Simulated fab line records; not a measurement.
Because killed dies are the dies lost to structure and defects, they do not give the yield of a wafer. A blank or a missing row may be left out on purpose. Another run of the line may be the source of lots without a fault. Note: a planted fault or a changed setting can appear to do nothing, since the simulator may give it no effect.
Which tool did it? | flow nandHarc | 12 lots with 36 wafers sampled at 5 steps, on a route of 1159 steps

## WHAT THE GAUGES READ, wafer by wafer
NHARC_A_CONTACT_CD_MEAS_15. Usual: cdNm 89.9 nm, standard deviation 0.61.
lot  | measured     | on       | cdNm (nm)      | flag
L623 | day 16 23:44 | cdSem-01 | 89.6 90.1 90.0 | 
L624 | day 17 07:54 | cdSem-02 | 89.3 89.8 89.2 | 
L625 | day 17 19:13 | cdSem-03 | 90.8 89.5 90.7 | 
L627 | day 18 17:53 | cdSem-01 | 90.1 89.6 89.6 | 
L629 | day 18 22:50 | cdSem-01 | 89.9 89.7 89.6 | 
L634 | day 20 12:14 | cdSem-01 | 90.0 90.0 90.6 | 
L636 | day 20 19:28 | cdSem-03 | 90.2 90.5 89.8 | 
L638 | day 21 03:06 | cdSem-03 | 89.2 90.5 89.9 | 
L637 | day 21 07:42 | cdSem-01 | 89.7 89.6 89.1 | 
L643 | day 22 05:43 | cdSem-01 | 90.2 89.7 89.5 | 
L644 | day 22 10:16 | cdSem-03 | 89.8 90.2 90.3 | 
L645 | day 22 23:23 | cdSem-01 | 88.6 88.8 90.8 | 

NHARC_END_SORT_01. Usual: killedAtArray 30, standard deviation 10; killedAtOther 0.5, standard deviation 0.82; killedAtPeriphery 2.9, standard deviation 2; killedDies 34, standard deviation 11; killedOpen 3.2, standard deviation 1.8; killedShort 2.0, standard deviation 1.4.
lot  | measured     | on        | killedAtArray | killedAtOther | killedAtPeriphery | killedDies | killedOpen | killedShort | flag
L623 | day 19 18:32 | prober-01 | 32 31 29      | 0 0 0         | 2 2 3             | 34 33 32   | 1 2 2      | 2 4 5       | 
L624 | day 20 03:16 | prober-01 | 26 22 24      | 0 2 1         | 1 1 1             | 27 25 26   | 4 1 4      | 2 1 2       | 
L625 | day 20 10:50 | prober-02 | 14 18 10      | 0 0 0         | 0 2 1             | 14 20 11   | 6 4 4      | 0 1 1       | 
L627 | day 20 18:53 | prober-01 | 29 30 18      | 0 0 0         | 3 2 3             | 32 32 21   | 4 2 1      | 1 3 0       | 
L629 | day 21 02:38 | prober-01 | 25 27 24      | 1 5 1         | 4 11 10           | 30 43 35   | 4 5 3      | 2 1 0       | 
L634 | day 22 11:58 | prober-01 | 34 539 600    | 1 0 0         | 3 4 8             | 38 543 608 | 6 4 5      | 4 2 1       | OFF
L636 | day 23 16:49 | prober-02 | 611 39 45     | 0 1 0         | 3 0 3             | 614 40 48  | 1 0 4      | 1 3 2       | OFF
L638 | day 23 23:53 | prober-02 | 42 34 25      | 0 0 2         | 3 3 4             | 45 37 31   | 8 2 3      | 1 4 2       | 
L637 | day 24 07:23 | prober-01 | 39 36 35      | 1 0 0         | 4 1 2             | 44 37 37   | 8 2 2      | 1 3 4       | 
L643 | day 24 22:11 | prober-01 | 29 15 28      | 1 1 0         | 1 3 5             | 31 19 33   | 4 3 1      | 4 1 1       | 
L644 | day 24 23:18 | prober-02 | 50 41 49      | 0 0 1         | 2 1 3             | 52 42 53   | 1 1 5      | 0 2 2       | 
L645 | day 25 15:50 | prober-02 | 33 40 40      | 0 0 1         | 3 0 0             | 36 40 41   | 3 2 1      | 2 2 2       | 

## EACH LOT AND THE TOOL THAT RAN IT (in order: tool; ch and the chambers of the sampled wafers; start)
lot  | NHARC_A_CONTACT_ETCH_92           | NHARC_A_BLC_DESCUM_15             | NHARC_A_BLC_ETCH_17
L623 | rieDiel-09 ch 1,3, day 16 23:28   | rieDiel-08 ch 0,2, day 17 13:31   | rieDiel-08 ch 0,2,3, day 17 13:44
L624 | rieDiel-09 ch 0,1,2, day 17 07:40 | rieDiel-08 ch 0,1,3, day 17 18:46 | rieDiel-08 ch 0,1, day 17 18:56
L625 | rieDiel-07 ch 0,2,3, day 17 18:59 | rieDiel-03 ch 0,2, day 18 02:50   | rieDiel-03 ch 0,1, day 18 03:09
L627 | rieDiel-07 ch 1,2,3, day 18 17:41 | rieDiel-08 ch 0,2,3, day 19 00:41 | rieDiel-08 ch 1,2,3, day 19 00:56
L629 | rieDiel-07 ch 0,2, day 18 22:38   | rieDiel-03 ch 0,3, day 19 01:58   | rieDiel-03 ch 1,3, day 19 02:11
L634 | rieDiel-09 ch 0,1,3, day 20 11:55 | rieDiel-03 ch 0,1,2, day 20 15:24 | rieDiel-03 ch 0,2,3, day 20 15:34
L636 | rieDiel-09 ch 1,2, day 20 19:14   | rieDiel-03 ch 0,1,2, day 21 00:32 | rieDiel-03 ch 0,2,3, day 21 00:47
L638 | rieDiel-09 ch 0,2,3, day 21 02:54 | rieDiel-08 ch 0,1,2, day 21 15:52 | rieDiel-08 ch 0,2,3, day 21 16:14
L637 | rieDiel-10 ch 2, day 21 07:11     | rieDiel-01 ch 1,2, day 22 02:58   | rieDiel-01 ch 2,3, day 22 03:11
L643 | rieDiel-07 ch 1,2,3, day 22 05:29 | rieDiel-08 ch 0,2,3, day 22 09:32 | rieDiel-08 ch 0,1,3, day 22 09:45
L644 | rieDiel-07 ch 0,2,3, day 22 10:02 | rieDiel-01 ch 1,2,3, day 22 16:35 | rieDiel-01 ch 0,1,3, day 22 16:46
L645 | rieDiel-10 ch 0,3, day 22 23:10   | rieDiel-08 ch 0,1,3, day 23 03:23 | rieDiel-08 ch 0,1,3, day 23 03:41
- NHARC_A_CONTACT_ETCH_92: etches the open film in CH3F/O2, target depth 40 nm, time 85.7 s.
- NHARC_A_BLC_DESCUM_15: chemistry O2, time 3 s.
- NHARC_A_BLC_ETCH_17: etches the open film in N2/H2, target depth 390 nm, time 609.38 s.

## AS READ BY THE TOOLS THEMSELVES (means over the sampled wafers that have a number; for cases with no such wafer, the mark the record gives instead)
NHARC_A_CONTACT_ETCH_92. Usual: drypumpMotorCurrentA 5.9 A, standard deviation 0.41; oesProductAu 0.94 a.u., standard deviation 0.033; rfVppV 244.8 V, standard deviation 1.5; showerheadPlenumPTorr 2.49 Torr, standard deviation 0.094; throttleValvePct 20.663 %, standard deviation 0.0091.
lot  | tool       | drypumpMotorCurrentA (A) | oesProductAu (a.u.) | rfVppV (V) | showerheadPlenumPTorr (Torr) | throttleValvePct (%) | flag
L623 | rieDiel-09 | 5.3                      | 0.93                | 244.9      | 2.54                         | 20.668               | 
L624 | rieDiel-09 | 5.9                      | 0.92                | 245.8      | 2.53                         | 20.668               | 
L625 | rieDiel-07 | 5.9                      | 0.91                | 243.2      | 2.44                         | 20.669               | 
L627 | rieDiel-07 | 5.9                      | 0.93                | 243.7      | 2.39                         | 20.661               | 
L629 | rieDiel-07 | 6.1                      | 0.93                | 244.3      | 2.47                         | 20.660               | 
L634 | rieDiel-09 | 5.6                      | 0.92                | 244.6      | 2.50                         | 20.660               | 
L636 | rieDiel-09 | 5.8                      | 0.92                | 246.6      | 2.56                         | 20.661               | 
L638 | rieDiel-09 | 5.6                      | 0.93                | 246.8      | 2.55                         | 20.660               | 
L637 | rieDiel-10 | 6.6                      | 1.01                | 246.5      | 2.61                         | 20.665               | 
L643 | rieDiel-07 | 5.9                      | 0.94                | 243.4      | 2.39                         | 20.663               | 
L644 | rieDiel-07 | 5.9                      | 0.93                | 244.1      | 2.44                         | 20.652               | 
L645 | rieDiel-10 | 5.7                      | 0.93                | 244.3      | 2.47                         | 20.662               | 

NHARC_A_BLC_DESCUM_15. Usual: drypumpMotorCurrentA 5.8 A, standard deviation 0.48; oesProductAu 1.004 a.u., standard deviation 0.011; rfVppV 57.6 V, standard deviation 0.9; showerheadPlenumPTorr 1.88 Torr, standard deviation 0.079; throttleValvePct 11.311 %, standard deviation 0.0088.
lot  | tool       | drypumpMotorCurrentA (A) | oesProductAu (a.u.) | rfVppV (V) | showerheadPlenumPTorr (Torr) | throttleValvePct (%) | flag
L623 | rieDiel-08 | 6.0                      | 0.999               | 56.8       | 1.93                         | 11.318               | 
L624 | rieDiel-08 | 6.0                      | 1.002               | 57.7       | 1.91                         | 11.319               | 
L625 | rieDiel-03 | 5.9                      | 1.008               | 57.4       | 1.83                         | 11.319               | 
L627 | rieDiel-08 | 5.7                      | 1.005               | 57.1       | 1.88                         | 11.310               | 
L629 | rieDiel-03 | 5.7                      | 0.991               | 58.0       | 1.87                         | 11.310               | 
L634 | rieDiel-03 | 5.9                      | 1.009               | 56.2       | 1.82                         | 11.308               | 
L636 | rieDiel-03 | 5.9                      | 1.001               | 58.0       | 1.81                         | 11.314               | 
L638 | rieDiel-08 | 5.9                      | 1.006               | 58.0       | 1.90                         | 11.310               | 
L637 | rieDiel-01 | 5.9                      | 0.989               | 58.0       | 1.99                         | 11.308               | 
L643 | rieDiel-08 | 5.7                      | 1.012               | 57.1       | 1.88                         | 11.304               | 
L644 | rieDiel-01 | 5.8                      | 1.011               | 58.6       | 2.00                         | 11.314               | 
L645 | rieDiel-08 | 6.0                      | 1.002               | 58.1       | 1.91                         | 11.315               | 

NHARC_A_BLC_ETCH_17. Usual: drypumpMotorCurrentA 5.7 A, standard deviation 0.51; oesProductAu 1.004 a.u., standard deviation 0.01; rfVppV 429.5 V, standard deviation 2.4; showerheadPlenumPTorr 2.00 Torr, standard deviation 0.083; throttleValvePct 14.170 %, standard deviation 0.0096.
lot  | tool       | drypumpMotorCurrentA (A) | oesProductAu (a.u.) | rfVppV (V) | showerheadPlenumPTorr (Torr) | throttleValvePct (%) | flag
L623 | rieDiel-08 | 5.7                      | 0.995               | 429.9      | 2.01                         | 14.176               | 
L624 | rieDiel-08 | 6.3                      | 1.002               | 430.9      | 2.10                         | 14.170               | 
L625 | rieDiel-03 | 6.0                      | 0.999               | 428.0      | 1.95                         | 14.172               | 
L627 | rieDiel-08 | 5.6                      | 1.004               | 428.8      | 1.96                         | 14.167               | 
L629 | rieDiel-03 | 5.2                      | 0.993               | 428.9      | 1.99                         | 14.167               | 
L634 | rieDiel-03 | 5.6                      | 0.909               | 428.9      | 1.98                         | 14.158               | OFF
L636 | rieDiel-03 | 5.6                      | 0.961               | 430.2      | 1.98                         | 14.166               | OFF
L638 | rieDiel-08 | 5.7                      | 1.011               | 429.4      | 2.00                         | 14.175               | 
L637 | rieDiel-01 | 5.9                      | 1.012               | 433.0      | 2.13                         | 14.172               | 
L643 | rieDiel-08 | 6.0                      | 1.003               | 429.9      | 2.03                         | 14.163               | 
L644 | rieDiel-01 | 5.5                      | 1.000               | 431.4      | 2.09                         | 14.167               | 
L645 | rieDiel-08 | 6.0                      | 1.004               | 430.3      | 2.03                         | 14.181               | 

## THE ANSWER, worked out from the rows above alone
Rule: a lot counts as off when the mean over its wafers that have a number is more than 3 standard deviations away from the usual mean. A lot without any number at a reading at which 4 lots or more have one is off too. Where the step has rows for the other lots, those lots are counted as sound. After the gauges, taken in route order, come the tools' own readings; for these a lot's mean is taken, as printed above. The first step at which some lot is off is used, and at that step the reading that is off furthest; a lot without a number counts as furthest.
Off: L634, L636, at NHARC_END_SORT_01 (killedAtArray).
A tool fits if, at a process step before that reading, it ran every lot that is off, and no sound lot after the first of them. Not tried: the gauges at NHARC_END_SORT_01; whatever is off there is also off at NHARC_A_BLC_ETCH_17, on other tools, and gauge error can't account for it. One fits: NHARC_A_BLC_DESCUM_15 and NHARC_A_BLC_ETCH_17 on rieDiel-03. At NHARC_A_BLC_DESCUM_15 its last sound lot is L629 (day 19 01:58), its first lot that is off L634 (day 20 15:24): a fault that began between those two fits.

## WHAT THE SIMULATOR HAD PUT IN
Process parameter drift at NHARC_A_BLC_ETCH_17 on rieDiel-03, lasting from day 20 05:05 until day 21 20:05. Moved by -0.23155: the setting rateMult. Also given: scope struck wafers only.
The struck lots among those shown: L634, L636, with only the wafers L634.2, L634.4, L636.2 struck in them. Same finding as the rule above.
